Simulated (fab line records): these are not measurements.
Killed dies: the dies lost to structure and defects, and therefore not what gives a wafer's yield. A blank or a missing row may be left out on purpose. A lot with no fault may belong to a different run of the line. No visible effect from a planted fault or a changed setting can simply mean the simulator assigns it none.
Problem report, 8D (eight disciplines) form, completed by code -- flow nand-harc -- the parts of the form that need people (team, actions taken, sign-off) are left out

1. THE ISSUE
Wafers without a fault read 188.46 W, standard deviation 0.13; heater-power-total-W at NHARC_A_M1_SOFTBAKE_04 reads a mean of 222.60 W on 6 wafers belonging to 2 lots. That is +99 or more standard deviations from the usual mean.
The step: time 55 s.
The first sign was on wafer L422.2 at day 31 11:00, on litho-track-06. At this step, 36 wafers from 12 lots have a number in the record. Rule for "out" (also "out of limits"): further than 4 standard deviations from the usual mean. The other wafers with a number count as sound.

2. WHAT IT IS; WHAT IT IS NOT
question,is,is not
which readings at this step,heater-power-total-W,-
which lots,"L422, L423","L402, L403, L404, L405, L407, L408, L409, L410, L413, L424"
which wafers of those lots,all that have a number,-
read on which tools,litho-track-06,"litho-track-01, litho-track-04"
when,from day 31 11:00,up to then (27 sound wafers); but 3 sound wafers of L424 came after

3. WHAT RULES OUT EACH SUSPECT
Counting: a tool at any process step up to the reading remains a suspect when it ran all the lots that are out and ran no sound lot after the first of those.
- litho-track-06 at NHARC_A_M1_SOFTBAKE_04 (time 55 s): kept. Every lot that is out went through it, starting with L422 (day 31 11:00), and after that it ran no sound lot; the last sound lot it ran before then is L408 (day 25 22:00). Its own heater-power-total-W readings are out on those wafers.
The count leaves litho-track-06 at NHARC_A_M1_SOFTBAKE_04.

4. THE CAUSE (what the simulator had put in)
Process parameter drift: litho-track-06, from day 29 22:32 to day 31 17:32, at NHARC_A_M1_SOFTBAKE_04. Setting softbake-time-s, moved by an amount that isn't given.
The count eliminated every tool but this one.

5. THE CHAIN OF EFFECTS, in route order
One row per reading whose mean, taken over the struck wafers that have a number, lies over 3 standard deviations from the usual. Only readings whose record carries a usual standard deviation are examined. hours: median over the lots of the time between each lot's start at the first step of this table that gives one and its start at this step. sigmas: the change, counted in usual standard deviations.
hours,step,reading,usual,on struck wafers,change,sigmas
0,NHARC_A_M1_SOFTBAKE_04,heater-power-total-W,188.46 W,222.60,+34.14,+99 or more
Its process steps:
- NHARC_A_M1_SOFTBAKE_04: time 55 s.

6. HOW IT WOULD HAVE BEEN CAUGHT EARLIER
First out-of-limits reading in this record: day 31 11:00, which is 36 hours after fault onset at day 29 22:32.
